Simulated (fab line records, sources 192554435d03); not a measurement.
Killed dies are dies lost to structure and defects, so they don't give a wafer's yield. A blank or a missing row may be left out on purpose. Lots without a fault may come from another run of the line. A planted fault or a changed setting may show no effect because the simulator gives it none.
Chamber matching | flow n5_finfet | N5_BEOL_M13_ILD_DEP_00 on pecvd-03: 3 sister chambers
The step deposits SiOC from DEMS/O2, target thk 837.92 nm, time 166.4 s. 6 wafers are shown with their chamber, then 11 later ones without.

WAFERS WITH THEIR CHAMBER
wafer  | chamber | throttle_valve_pct (%) | showerhead_plenum_p_Torr (Torr)
L092.2 | 1       | 11.9                   | 5.719
L088.5 | 0       | 12.0                   | 5.712
L087.3 | 1       | 11.5                   | 5.712
L087.4 | 0       | 11.9                   | 5.709
L087.6 | 2       | 11.1                   | 5.687
L089.2 | 2       | 11.2                   | 5.692

WAFERS WITHOUT THEIR CHAMBER
wafer  | throttle_valve_pct (%) | showerhead_plenum_p_Torr (Torr)
L089.4 | 12.0                   | 5.701
L089.5 | 11.2                   | 5.690
L091.1 | 12.0                   | 5.716
L091.3 | 11.5                   | 5.679
L091.4 | 12.2                   | 5.704
L093.3 | 11.8                   | 5.718
L093.5 | 11.5                   | 5.714
L093.6 | 11.3                   | 5.679
L095.1 | 11.7                   | 5.719
L095.4 | 11.8                   | 5.715
L095.6 | 12.1                   | 5.709

WHICH CHAMBER EACH WENT THROUGH
wafer  | from the rows above     | in truth
L089.4 | can't be placed: 0 or 1 | 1
L089.5 | 2                       | 2
L091.1 | can't be placed: 0 or 1 | 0
L091.3 | 2                       | 2
L091.4 | can't be placed: 0 or 1 | 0
L093.3 | can't be placed: 1 or 0 | 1
L093.5 | can't be placed: 1 or 0 | 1
L093.6 | 2                       | 2
L095.1 | can't be placed: 1 or 0 | 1
L095.4 | can't be placed: 1 or 0 | 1
L095.6 | can't be placed: 0 or 1 | 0
Placed correctly: 3 of 11. Can't be placed from these rows: 8 (the true chamber is among the candidates in 8). Placed wrongly: 0.
How it was worked out, from the rows above alone: a wafer's distance from a chamber is the root of the sum, over the readings, of the square of ((its reading less the chamber's mean) divided by the reading's scatter). The wafer belongs to the nearest chamber; if the next one is less than 2 further off, it can't be placed. A chamber's mean is the mean of its shown wafers. The scatter: the root of (the sum of the squares of (reading less its chamber's mean) over the shown wafers, divided by (wafers less chambers)).
